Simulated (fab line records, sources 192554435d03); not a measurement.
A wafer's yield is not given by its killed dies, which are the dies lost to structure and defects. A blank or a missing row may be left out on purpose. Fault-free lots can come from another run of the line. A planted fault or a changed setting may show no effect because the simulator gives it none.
Split-lot experiment / flow n5 finfet / 21 wafers read across 7 lots, on a route 1938 steps long

## THE SPLIT ITSELF
At N5_BEOL_M15_COAT_22 (resist thk 800 nm), the setting spin rpm was moved away from the recipe's 1704 rpm on 9 of the 21 wafers read, by -11.1% to +10.0%. This setting was run at the recipe's value on the other wafers.

## FROM THE SPLIT TO THE READING: what the file shows between them, 2 steps
- N5_BEOL_M15_DESCUM_33: chemistry O2, time 7.9 s (also split here: time s)
- N5_BEOL_M15_ETCH_61: etches BARC in N2/H2, target depth 89 nm, overetch 26.7 nm, time 67.9 s

## THE READING
coat_of_BEOL_M15_COAT_22.thk nm (the simulator's own value, which no gauge read), in nm, at N5_BEOL_M15_TRENCH_ETCH_34 (etches SiO2 in C4F8/O2/Ar, target depth 872.93 nm, time 199 s). No usual value for it is given in the file. Across the 12 wafers here that went through the recipe, the average is 543.1 nm and the standard deviation 3.4 nm.

wafer=L080.1; tool, chamber at the split=litho track-02, 0; spin rpm as run, rpm=1704; against the recipe=recipe; coat_of_BEOL_M15_COAT_22.thk nm, nm=549.2; against lot-mates on the recipe=-
wafer=L080.3; tool, chamber at the split=litho track-02, 0; spin rpm as run, rpm=1874; against the recipe=+10.0%; coat_of_BEOL_M15_COAT_22.thk nm, nm=506.4; against lot-mates on the recipe=-40.4
wafer=L080.5; tool, chamber at the split=litho track-02, 0; spin rpm as run, rpm=1704; against the recipe=recipe; coat_of_BEOL_M15_COAT_22.thk nm, nm=544.4; against lot-mates on the recipe=-
wafer=L083.4; tool, chamber at the split=litho track-02, 0; spin rpm as run, rpm=1704; against the recipe=recipe; coat_of_BEOL_M15_COAT_22.thk nm, nm=542; against lot-mates on the recipe=-
wafer=L083.5; tool, chamber at the split=litho track-02, 0; spin rpm as run, rpm=1704; against the recipe=recipe; coat_of_BEOL_M15_COAT_22.thk nm, nm=535.8; against lot-mates on the recipe=-
wafer=L083.6; tool, chamber at the split=litho track-02, 0; spin rpm as run, rpm=1704; against the recipe=recipe; coat_of_BEOL_M15_COAT_22.thk nm, nm=541.8; against lot-mates on the recipe=-
wafer=L086.4; tool, chamber at the split=litho track-02, 0; spin rpm as run, rpm=1832; against the recipe=+7.5%; coat_of_BEOL_M15_COAT_22.thk nm, nm=513.4; against lot-mates on the recipe=-31.6
wafer=L086.5; tool, chamber at the split=litho track-02, 0; spin rpm as run, rpm=1832; against the recipe=+7.5%; coat_of_BEOL_M15_COAT_22.thk nm, nm=513.8; against lot-mates on the recipe=-31.2
wafer=L086.6; tool, chamber at the split=litho track-02, 0; spin rpm as run, rpm=1704; against the recipe=recipe; coat_of_BEOL_M15_COAT_22.thk nm, nm=545; against lot-mates on the recipe=-
wafer=L090.2; tool, chamber at the split=litho track-04, 0; spin rpm as run, rpm=1515; against the recipe=-11.1%; coat_of_BEOL_M15_COAT_22.thk nm, nm=585; against lot-mates on the recipe=+40.6
wafer=L090.3; tool, chamber at the split=litho track-04, 0; spin rpm as run, rpm=1515; against the recipe=-11.1%; coat_of_BEOL_M15_COAT_22.thk nm, nm=594; against lot-mates on the recipe=+49.6
wafer=L090.4; tool, chamber at the split=litho track-04, 0; spin rpm as run, rpm=1704; against the recipe=recipe; coat_of_BEOL_M15_COAT_22.thk nm, nm=544.4; against lot-mates on the recipe=-
wafer=L093.1; tool, chamber at the split=litho track-02, 0; spin rpm as run, rpm=1704; against the recipe=recipe; coat_of_BEOL_M15_COAT_22.thk nm, nm=538.8; against lot-mates on the recipe=-
wafer=L093.2; tool, chamber at the split=litho track-02, 0; spin rpm as run, rpm=1704; against the recipe=recipe; coat_of_BEOL_M15_COAT_22.thk nm, nm=544.6; against lot-mates on the recipe=-
wafer=L093.5; tool, chamber at the split=litho track-02, 0; spin rpm as run, rpm=1704; against the recipe=recipe; coat_of_BEOL_M15_COAT_22.thk nm, nm=540.4; against lot-mates on the recipe=-
wafer=L096.1; tool, chamber at the split=litho track-02, 0; spin rpm as run, rpm=1704; against the recipe=recipe; coat_of_BEOL_M15_COAT_22.thk nm, nm=544; against lot-mates on the recipe=-
wafer=L096.2; tool, chamber at the split=litho track-02, 0; spin rpm as run, rpm=1781; against the recipe=+4.5%; coat_of_BEOL_M15_COAT_22.thk nm, nm=531.6; against lot-mates on the recipe=-12.4
wafer=L096.3; tool, chamber at the split=litho track-02, 0; spin rpm as run, rpm=1781; against the recipe=+4.5%; coat_of_BEOL_M15_COAT_22.thk nm, nm=522.8; against lot-mates on the recipe=-21.2
wafer=L097.3; tool, chamber at the split=litho track-03, 0; spin rpm as run, rpm=1704; against the recipe=recipe; coat_of_BEOL_M15_COAT_22.thk nm, nm=546.4; against lot-mates on the recipe=-
wafer=L097.4; tool, chamber at the split=litho track-03, 0; spin rpm as run, rpm=1825; against the recipe=+7.1%; coat_of_BEOL_M15_COAT_22.thk nm, nm=513.2; against lot-mates on the recipe=-33.2
wafer=L097.5; tool, chamber at the split=litho track-03, 0; spin rpm as run, rpm=1825; against the recipe=+7.1%; coat_of_BEOL_M15_COAT_22.thk nm, nm=515.8; against lot-mates on the recipe=-30.6

FIT RESULTS
A straight line over all 21 wafers: coat_of_BEOL_M15_COAT_22.thk nm changes by -4.01 nm for each +1% of spin rpm; r = -0.99; the points scatter about the line by 3.6 nm.
The same after taking each lot's own level away (the mean of its wafers on the recipe; 21 wafers): -4.13 nm for each +1%; r = -0.99; scatter 2.9 nm.
The reading moves by 46 nm for the largest change in spin rpm, on that fit.
Across the lots, their own levels run from 539.87 to 546.80 nm, a range of 2.0 times the standard deviation given above.
So the lot-to-lot level changes the slope little: the two slopes agree.
Check: with one of the wafers moved furthest among these (-11.1%) left out of the fit, the line predicts +48 nm for it against its lot-mates. It came out at +40.6 nm against them.

## OTHER SPLITS ON THESE WAFERS
Other splits were also applied to these wafers ahead of the reading. Each is held against what the fit with the lots' levels taken away leaves over:
other split on the same wafers=N5_BEOL_M9_TRENCH_ETCH_37 bias w; wafers away from the commonest value=2; r with coat_of_BEOL_M15_COAT_22.thk nm (lot level and that fit taken away)=+0.17
other split on the same wafers=N5_BEOL_M11_PECVD_70 time s; wafers away from the commonest value=7; r with coat_of_BEOL_M15_COAT_22.thk nm (lot level and that fit taken away)=+0.17
other split on the same wafers=N5_BEOL_M11_COAT_05 spin rpm; wafers away from the commonest value=9; r with coat_of_BEOL_M15_COAT_22.thk nm (lot level and that fit taken away)=+0.27
other split on the same wafers=N5_BEOL_M11_DESCUM_16 time s; wafers away from the commonest value=6; r with coat_of_BEOL_M15_COAT_22.thk nm (lot level and that fit taken away)=-0.25
other split on the same wafers=N5_BEOL_M11_COAT_63 spin rpm; wafers away from the commonest value=5; r with coat_of_BEOL_M15_COAT_22.thk nm (lot level and that fit taken away)=+0.10
other split on the same wafers=N5_BEOL_M12_CMP_49 down force psi; wafers away from the commonest value=9; r with coat_of_BEOL_M15_COAT_22.thk nm (lot level and that fit taken away)=+0.34
other split on the same wafers=N5_BEOL_M13_COAT_04 spin rpm; wafers away from the commonest value=6; r with coat_of_BEOL_M15_COAT_22.thk nm (lot level and that fit taken away)=-0.24
other split on the same wafers=N5_BEOL_M15_DESCUM_33 time s; wafers away from the commonest value=8; r with coat_of_BEOL_M15_COAT_22.thk nm (lot level and that fit taken away)=-0.26

## THE WHOLE CHAIN: every reading that the file lists as answering this split, in the file's order
step=N5_BEOL_M15_COAT_22; what it does=resist thk 800 nm; reading=coat_of_BEOL_M15_COAT_22.thk nm (the simulator's own value, which no gauge read); change (the file's fit)=-4.16 nm for each +1% of the setting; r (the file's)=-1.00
step=N5_BEOL_M15_TRENCH_ETCH_34; what it does=etches SiO2 in C4F8/O2/Ar, target depth 872.93 nm, time 199 s; reading=coat_of_BEOL_M15_COAT_22.thk nm (the simulator's own value, which no gauge read); change (the file's fit)=-4.12 nm for each +1% of the setting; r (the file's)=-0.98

## FILE'S OWN FIT
coat_of_BEOL_M15_COAT_22.thk nm changes by -4.12 nm for each +1% of spin rpm, r = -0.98.
